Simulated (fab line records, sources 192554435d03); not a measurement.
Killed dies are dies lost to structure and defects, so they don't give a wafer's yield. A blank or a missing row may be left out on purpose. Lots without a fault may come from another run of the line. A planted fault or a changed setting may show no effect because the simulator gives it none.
Problem report in the 8D (eight disciplines) form, filled by code | flow n5_finfet | the parts of the form that need people (team, actions taken, sign-off) are left out

1. THE PROBLEM
spin_speed_rpm at N5_BEOL_M1_COAT_67 reads a mean of 1768.1 rpm on 4 wafers of 2 lots; wafers without a fault read 1500.1 rpm with a standard deviation of 1.1. That is +99 or more standard deviations from the usual mean.
The step: time 60 s, resist thk 60 nm.
First seen on wafer L966.2, day 9 01:23, on litho_track-03. The record holds 34 wafers of 12 lots with a number at this step. Rule for "out", or "out of limits": more than 4 standard deviations from the usual mean. The other wafers with a number count as sound.

2. WHAT IT IS AND WHAT IT IS NOT
question                    | is                     | is not
which readings at this step | spin_speed_rpm         | -
which lots                  | L966, L967             | L955, L956, L957, L958, L964, L970, L974, L975, L977, L978
which wafers of those lots  | all that have a number | -
read on which tools         | litho_track-03         | litho_track-01, litho_track-04
when                        | from day 9 01:23       | up to then (15 sound wafers); but 15 sound wafers of L970, L974, L975, L977, L978 came after

3. SUSPECTS, AND WHAT RULES EACH OUT
Counting: a tool at a process step up to the reading stays a suspect if it ran every lot that is out and no sound lot after the first of them.
- litho_track-03 at N5_BEOL_M1_COAT_67 (time 60 s, resist thk 60 nm): kept. It ran every lot that is out, first L966 (day 9 01:23), and no sound lot after that; its last sound lot up to then is L964 (day 8 09:20). Its own readings are out on those wafers: spin_speed_rpm.
Left after counting: litho_track-03 at N5_BEOL_M1_COAT_67.

4. THE CAUSE (what the simulator had put in)
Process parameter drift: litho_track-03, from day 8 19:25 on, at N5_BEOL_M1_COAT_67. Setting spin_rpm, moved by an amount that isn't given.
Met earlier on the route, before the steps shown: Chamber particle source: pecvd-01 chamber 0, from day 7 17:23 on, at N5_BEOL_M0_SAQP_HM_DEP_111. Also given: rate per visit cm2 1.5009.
Counting left only this tool.

5. THE CHAIN OF EFFECTS, in route order
Each row: a reading whose mean over the struck wafers that have a number lies more than 3 standard deviations from the usual. Only readings for which the record gives a usual standard deviation are gone through. hours: the time from each lot's start at the first step in this table that gives one to its start at this step, as a median over the lots. sigmas: the change in usual standard deviations.
hours | step               | reading        | usual      | on struck wafers | change | sigmas
0     | N5_BEOL_M1_COAT_67 | spin_speed_rpm | 1500.1 rpm | 1768.1           | +268.0 | +99 or more
The process steps in it:
- N5_BEOL_M1_COAT_67: time 60 s, resist thk 60 nm.

6. WHAT WOULD HAVE CAUGHT IT SOONER
In this record the first reading out of limits was taken at day 9 01:23, 6 hours after the fault began at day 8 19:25.
